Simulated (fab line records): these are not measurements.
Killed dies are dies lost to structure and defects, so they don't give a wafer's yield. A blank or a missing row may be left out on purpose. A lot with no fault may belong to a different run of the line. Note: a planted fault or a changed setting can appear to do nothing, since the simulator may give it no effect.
Which tool is to blame? -- flow n5 finfet -- 72 wafers from 24 lots sampled at 5 of the route's 1938 steps

WHAT THE GAUGES SHOWED, per wafer
N5_BEOL_M9_CD_MEAS_11 targets a cd of 64.1 nm. Usual: cd nm at 64.4 nm, with a standard deviation of 0.68.
lot,measured,on,cd nm (nm),flag
L074,day 9 04:23,cd sem-02,64.4 64.1 63.9,
L076,day 9 19:02,cd sem-03,64.9 65.0 64.8,
L075,day 9 23:53,cd sem-03,64.4 64.1 64.4,
L077,day 10 07:38,cd sem-01,64.1 64.9 65.0,
L078,day 10 13:13,cd sem-01,66.5 65.6 64.6,
L079,day 10 18:42,cd sem-01,63.7 63.6 65.4,
L080,day 11 01:25,cd sem-02,64.0 64.9 64.7,
L081,day 11 01:35,cd sem-03,64.4 65.4 64.1,
L082,day 11 07:40,cd sem-01,64.3 64.1 64.6,
L083,day 11 11:30,cd sem-01,65.1 65.4 64.6,
L084,day 11 23:02,cd sem-01,64.1 64.2 63.9,
L085,day 12 02:25,cd sem-01,63.9 63.2 64.3,
L086,day 12 07:25,cd sem-02,64.7 65.8 65.8,
L087,day 12 20:47,cd sem-03,64.1 62.7 64.5,
L089,day 13 02:07,cd sem-03,65.1 64.2 64.5,
L088,day 13 04:58,cd sem-02,64.1 63.4 63.8,
L091,day 13 16:11,cd sem-02,64.9 64.0 64.7,
L090,day 13 16:33,cd sem-01,64.6 64.9 63.3,
L092,day 13 21:07,cd sem-02,65.2 64.1 63.1,
L093,day 14 07:56,cd sem-03,64.0 63.9 64.7,
L094,day 14 16:07,cd sem-01,63.5 64.1 64.7,
L095,day 14 21:24,cd sem-01,64.2 64.4 64.4,
L096,day 15 08:07,cd sem-03,64.1 64.8 65.1,
L097,day 15 08:27,cd sem-02,64.1 64.4 64.6,

N5_BEOL_M9_CD_MEAS_28 targets a cd of 70 nm. Usual: cd nm at 70.0 nm, with a standard deviation of 0.33.
lot,measured,on,cd nm (nm),flag
L074,day 9 05:16,cd sem-01,70.1 69.8 70.5,
L076,day 9 22:10,cd sem-03,70.9 70.6 70.3,
L075,day 10 02:03,cd sem-02,69.5 70.0 70.1,
L077,day 10 10:34,cd sem-03,69.8 69.6 70.0,
L078,day 10 14:05,cd sem-02,70.2 69.7 69.5,
L079,day 10 20:47,cd sem-02,69.7 69.7 70.0,
L080,day 11 02:24,cd sem-01,70.1 69.8 69.9,
L081,day 11 02:38,cd sem-03,70.6 70.6 69.7,
L082,day 11 08:41,cd sem-02,70.6 69.6 70.2,
L083,day 11 13:17,cd sem-03,70.4 70.0 70.1,
L084,day 12 00:38,cd sem-01,69.9 69.9 70.3,
L085,day 12 04:39,cd sem-01,70.3 70.1 70.5,
L086,day 12 09:03,cd sem-01,70.0 69.5 70.3,
L087,day 12 23:10,cd sem-01,69.8 69.6 70.2,
L089,day 13 03:08,cd sem-03,69.8 69.6 70.0,
L088,day 13 07:46,cd sem-02,69.9 70.0 69.5,
L091,day 13 17:10,cd sem-01,70.0 70.5 70.1,
L090,day 13 17:38,cd sem-03,69.9 69.4 69.6,
L092,day 14 00:59,cd sem-01,69.6 70.1 69.8,
L093,day 14 09:40,cd sem-03,70.6 69.8 70.4,
L094,day 14 19:56,cd sem-01,69.5 70.0 70.1,
L095,day 14 23:41,cd sem-03,70.3 70.1 69.9,
L096,day 15 09:59,cd sem-02,69.6 70.1 70.0,
L097,day 15 10:01,cd sem-03,70.1 69.8 70.1,

N5_BEOL_M9_INSPECT_30: inspects for defects (brightfield). Usual: raw defect count at 373, with a standard deviation of 83.
lot,measured,on,raw defect count,flag
L074,day 9 05:22,defect inspect-02,274 318 369,
L076,day 9 22:16,defect inspect-01,337 438 265,
L075,day 10 02:08,defect inspect-01,363 373 389,
L077,day 10 10:40,defect inspect-01,197 344 306,
L078,day 10 14:11,defect inspect-01,352 404 348,
L079,day 10 20:52,defect inspect-01,406 447 512,
L080,day 11 02:29,defect inspect-01,329 257 301,
L081,day 11 02:43,defect inspect-01,508 395 414,
L082,day 11 08:46,defect inspect-01,310 309 308,
L083,day 11 13:22,defect inspect-02,640 398 467,
L084,day 12 00:44,defect inspect-02,379 277 453,
L085,day 12 04:44,defect inspect-02,414 269 278,
L086,day 12 09:08,defect inspect-02,371 403 348,
L087,day 12 23:15,defect inspect-01,313 268 267,
L089,day 13 03:14,defect inspect-01,578 584 564,
L088,day 13 07:51,defect inspect-02,327 364 591,
L091,day 13 17:15,defect inspect-01,291 316 494,
L090,day 13 17:43,defect inspect-02,375 297 289,
L092,day 14 01:05,defect inspect-02,382 470 347,
L093,day 14 09:45,defect inspect-01,348 387 422,
L094,day 14 20:02,defect inspect-01,330 307 369,
L095,day 14 23:46,defect inspect-02,400 540 360,
L096,day 15 10:07,defect inspect-01,469 383 382,
L097,day 15 10:11,defect inspect-01,373 269 253,

EACH LOT AND THE TOOL THAT RAN IT (in order: tool; ch and the chambers of the sampled wafers; start)
lot,N5_BEOL_M9_DESCUM_16,N5_BEOL_M9_ETCH_62
L074,"rie diel-05 ch 0,1,3, day 9 04:28","rie diel-05 ch 0,1,3, day 9 04:33"
L076,"rie diel-02 ch 0,1,3, day 9 19:17","rie diel-02 ch 0,1,3, day 9 19:23"
L075,"rie diel-05 ch 0,2, day 9 23:58","rie diel-05 ch 0,2, day 10 00:03"
L077,"rie diel-06 ch 1,3, day 10 07:44","rie diel-06 ch 1,3, day 10 07:49"
L078,"rie diel-02 ch 0,1, day 10 13:19","rie diel-02 ch 0,1, day 10 13:23"
L079,"rie diel-05 ch 0,1, day 10 19:19","rie diel-05 ch 0,1, day 10 19:25"
L080,"rie diel-05 ch 1,2,3, day 11 01:30","rie diel-05 ch 1,2,3, day 11 01:35"
L081,"rie diel-05 ch 1,3, day 11 01:45","rie diel-05 ch 1,3, day 11 01:50"
L082,"rie diel-06 ch 2,3, day 11 07:55","rie diel-06 ch 2,3, day 11 08:00"
L083,"rie diel-05 ch 0,1,2, day 11 11:36","rie diel-05 ch 0,1,2, day 11 11:41"
L084,"rie diel-02 ch 0,2,3, day 11 23:07","rie diel-02 ch 0,2,3, day 11 23:13"
L085,"rie diel-05 ch 0,1,3, day 12 02:30","rie diel-05 ch 0,1,3, day 12 02:35"
L086,"rie diel-06 ch 1,3, day 12 07:31","rie diel-06 ch 1,3, day 12 07:36"
L087,"rie diel-05 ch 1,3, day 12 20:53","rie diel-05 ch 1,3, day 12 20:58"
L089,"rie diel-02 ch 0,1, day 13 02:13","rie diel-02 ch 0,1, day 13 02:17"
L088,"rie diel-05 ch 1,3, day 13 05:03","rie diel-05 ch 1,3, day 13 05:08"
L091,"rie diel-06 ch 1,2, day 13 16:17","rie diel-06 ch 1,2, day 13 16:22"
L090,"rie diel-02 ch 0,2,3, day 13 16:51","rie diel-02 ch 0,2,3, day 13 16:56"
L092,"rie diel-06 ch 1,2,3, day 13 21:11","rie diel-06 ch 1,2,3, day 13 21:17"
L093,"rie diel-02 ch 0,1,3, day 14 08:02","rie diel-02 ch 0,1,3, day 14 08:07"
L094,"rie diel-02 ch 2,3, day 14 16:12","rie diel-02 ch 2,3, day 14 16:17"
L095,"rie diel-02 ch 0,1,2, day 14 21:29","rie diel-02 ch 0,1,2, day 14 21:34"
L096,"rie diel-05 ch 0,1,2, day 15 08:38","rie diel-05 ch 0,1,2, day 15 08:43"
L097,"rie diel-02 ch 1,2,3, day 15 08:46","rie diel-02 ch 1,2,3, day 15 08:51"
- N5_BEOL_M9_DESCUM_16: chemistry O2, time 7.9 s.
- N5_BEOL_M9_ETCH_62: etches SOC in N2/H2, target depth 110 nm, overetch 22 nm, time 165 s.

WHAT THE TOOLS THEMSELVES READ (means of the sampled wafers that have a number; where no wafer has one, the mark that the record gives instead)
N5_BEOL_M9_DESCUM_16. Usual: drypump motor current A 5.6 A, standard deviation 0.41; oes product au 0.79 a.u., standard deviation 0.063; rf vpp V 243.3 V, standard deviation 1.5; showerhead plenum p Torr 2.10 Torr, standard deviation 0.078; throttle valve pct 20.37 %, standard deviation 0.19.
lot,tool,drypump motor current A (A),oes product au (a.u.),rf vpp V (V),showerhead plenum p Torr (Torr),throttle valve pct (%),flag
L074,rie diel-05,5.7,0.86,244.7,2.13,20.42,
L076,rie diel-02,5.5,0.74,242.9,2.08,20.27,
L075,rie diel-05,5.7,0.82,243.0,2.14,20.33,
L077,rie diel-06,5.5,0.75,240.3,1.97,20.24,
L078,rie diel-02,5.7,0.76,242.9,2.02,20.17,
L079,rie diel-05,5.9,0.85,243.2,2.13,20.50,
L080,rie diel-05,5.4,0.82,244.2,2.16,20.46,
L081,rie diel-05,5.4,0.83,244.6,2.13,20.49,
L082,rie diel-06,5.6,0.80,244.2,2.12,20.36,
L083,rie diel-05,5.6,0.82,243.4,2.15,20.43,
L084,rie diel-02,5.5,0.71,242.6,2.10,20.49,
L085,rie diel-05,5.7,0.82,243.4,2.12,20.45,
L086,rie diel-06,5.1,0.89,242.1,2.01,20.12,
L087,rie diel-05,5.4,0.82,243.7,2.13,20.49,
L089,rie diel-02,5.7,0.74,242.3,2.02,20.21,
L088,rie diel-05,5.6,0.83,243.2,2.13,20.55,
L091,rie diel-06,5.2,0.83,243.8,2.17,20.38,
L090,rie diel-02,5.5,0.71,244.1,2.09,20.48,
L092,rie diel-06,5.3,0.81,242.7,2.06,20.25,
L093,rie diel-02,5.6,0.72,243.7,2.07,20.33,
L094,rie diel-02,5.6,0.70,242.6,2.11,20.45,
L095,rie diel-02,5.6,0.71,242.3,2.03,20.39,
L096,rie diel-05,5.7,0.80,243.4,2.14,20.47,
L097,rie diel-02,5.8,0.72,242.2,2.05,20.35,

N5_BEOL_M9_ETCH_62. Usual: drypump motor current A 5.6 A, standard deviation 0.41; oes product au 0.67 a.u., standard deviation 0.054; rf vpp V 524.2 V, standard deviation 2.5; showerhead plenum p Torr 2.55 Torr, standard deviation 0.097; throttle valve pct 17.79 %, standard deviation 0.22.
lot,tool,drypump motor current A (A),oes product au (a.u.),rf vpp V (V),showerhead plenum p Torr (Torr),throttle valve pct (%),flag
L074,rie diel-05,5.7,0.73,525.0,2.60,17.89,
L076,rie diel-02,5.5,0.63,524.5,2.53,17.72,
L075,rie diel-05,5.7,0.70,525.3,2.62,17.72,
L077,rie diel-06,5.5,0.63,519.5,2.38,17.55,
L078,rie diel-02,5.7,0.64,521.3,2.45,17.55,
L079,rie diel-05,5.9,0.73,525.7,2.59,17.98,
L080,rie diel-05,5.4,0.71,525.9,2.63,17.93,
L081,rie diel-05,5.4,0.72,525.0,2.60,17.98,
L082,rie diel-06,5.6,0.66,523.8,2.55,17.63,
L083,rie diel-05,5.6,0.70,525.3,2.62,17.88,
L084,rie diel-02,5.5,0.62,524.0,2.55,17.90,
L085,rie diel-05,5.7,0.70,525.6,2.59,17.94,
L086,rie diel-06,5.1,0.75,521.2,2.43,17.38,
L087,rie diel-05,5.4,0.70,524.0,2.60,18.01,
L089,rie diel-02,5.7,0.62,522.1,2.44,17.59,
L088,rie diel-05,5.6,0.71,525.1,2.60,18.06,
L091,rie diel-06,5.2,0.70,525.4,2.60,17.62,
L090,rie diel-02,5.5,0.61,523.7,2.55,17.93,
L092,rie diel-06,5.3,0.69,522.8,2.49,17.53,
L093,rie diel-02,5.5,0.61,523.3,2.52,17.79,
L094,rie diel-02,5.6,0.60,525.3,2.59,18.07,
L095,rie diel-02,5.6,0.61,522.5,2.46,17.75,
L096,rie diel-05,5.7,0.68,526.2,2.61,17.92,
L097,rie diel-02,5.8,0.60,522.5,2.51,17.90,

THE ANSWER, worked out from the rows above alone
Rule: lot off if the mean of its wafers having a number is beyond 3 standard deviations from the usual mean. Also off: a lot with no number at a reading for which 4 or more lots have one. The other lots that the step has rows for count as sound. After the gauges, taken in route order, come the tools' own readings; for these a lot's mean is taken, as printed above. At the first step where some lot is off, the reading lying furthest off is the one used; lots without a number count as furthest.
None of the lots is off at any reading shown; this tells nothing.

WHAT WAS PUT IN BY THE SIMULATOR
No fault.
